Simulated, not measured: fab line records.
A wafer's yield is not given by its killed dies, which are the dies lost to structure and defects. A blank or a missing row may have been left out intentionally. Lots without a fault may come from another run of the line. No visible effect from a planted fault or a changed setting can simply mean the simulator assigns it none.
Problem report in the 8D (eight disciplines) form, filled by code | flow n5-finfet | the parts of the form that need people (team, actions taken, sign-off) are left out

1. WHAT WENT WRONG
Mean of raw-defect-count at N5_BEOL_M1_INSPECT_30: 1181 across 2 wafers in 2 lots; on wafers with no fault it is 408 (standard deviation 96). Measured from the usual mean, that is +8.1 standard deviations.
The step: inspects for defects (brightfield).
Earliest sighting: wafer L399.2 on defect-inspect-02 at day 9 15:20. The record holds 12 wafers of 4 lots with a number at this step. By rule, "out" or "out of limits" means more than 4 standard deviations away from the usual mean. Any other wafer with a number is counted as sound.

2. WHAT IT IS; WHAT IT IS NOT
question                    | is                | is not
which readings at this step | raw-defect-count  | -
which lots                  | L399, L400        | L391, L402
which wafers of those lots  | L399.2, L400.3    | L399.3, L399.4, L400.4, L400.6
read on which gauges        | defect-inspect-02 | defect-inspect-01
when                        | from day 9 15:20  | up to then (5 sound wafers); but 5 sound wafers of L400, L402 came after

3. WHAT RULES OUT EACH SUSPECT
Counting: any tool at a process step up to the reading remains a suspect provided it ran every lot that is out. Sound lots after the first of them don't rule it out here, since some wafers of a struck lot are sound.
- the gauge at N5_BEOL_M1_INSPECT_30: ruled out. All the wafers that are out were read on defect-inspect-02, but those of them that N5_PASSIVATION_PROBE_49 has rows for are out there too, on other tools.
- rie-diel-03 at N5_BEOL_M1_ETCH_63 (etches SiARC in CF4, target depth 15.6 nm, time 26 s): kept. It ran every lot that is out, first L399 (day 9 14:28); its last sound lot up to then is L391 (day 7 08:59).
- In rie-diel-03 at N5_BEOL_M1_ETCH_63, the wafers that are out were processed in chamber 0 and their sound lot-mates in chambers 1, 2.
After counting, what remains is rie-diel-03 at N5_BEOL_M1_ETCH_63.

4. THE CAUSE (what the simulator had put in)
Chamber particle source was rie-diel-03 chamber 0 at N5_BEOL_M1_ETCH_63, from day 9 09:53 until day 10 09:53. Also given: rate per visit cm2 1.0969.
This tool alone remained once counting was done.

5. SEQUENCE OF EFFECTS, ordered by route
Rows list readings where the struck wafers' mean (over those with a number) sits beyond 3 standard deviations from the usual. Readings are gone through only where the record gives a usual standard deviation; hours: the median, over the lots, of the time from a lot's start at the first step in this table giving one to that lot's start at this step; sigmas: the change measured in usual standard deviations.
hours | step                    | reading              | usual  | on struck wafers | change | sigmas
0     | N5_BEOL_M1_INSPECT_30   | raw-defect-count     | 408    | 1181             | +773   | +8.1
180   | N5_PASSIVATION_PROBE_49 | defect-limited-yield | 91.0 % | 79.4             | -11.6  | -7.7
180   | N5_PASSIVATION_PROBE_49 | killed_at_M0_to_M3   | 37     | 184              | +147   | +12
180   | N5_PASSIVATION_PROBE_49 | killed-dies          | 106    | 242              | +136   | +8.0
180   | N5_PASSIVATION_PROBE_49 | sort_bin_5_function  | 5.3 %  | 13.0             | +7.7   | +7.7
180   | N5_PASSIVATION_PROBE_49 | sort-n-pass          | 1074   | 938              | -136   | -8.0
180   | N5_PASSIVATION_PROBE_49 | sort-yield-pct       | 91.0 % | 79.4             | -11.6  | -7.7
The process steps in it:
- N5_PASSIVATION_PROBE_49
At these later measuring or inspecting steps, every struck wafer for which the step has a row has a number for every such reading, and none has moved that far: N5_BEOL_M4_RC_MEAS_101.

6. HOW IT WOULD HAVE BEEN CAUGHT EARLIER
Counted from the fault's start at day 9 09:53, it took 5 hours until the first out-of-limits reading at a measuring or inspecting step in this record, taken at day 9 15:20.
No tool reading at N5_BEOL_M1_ETCH_63 that has a usual standard deviation in the record was out on any struck wafer, so an alarm limit of 4 standard deviations on those readings would not have fired.
By day 9 15:20, every lot that is out (2) had started N5_BEOL_M1_ETCH_63 on rie-diel-03. Had the tool been put on hold then, not one of them would have been saved.
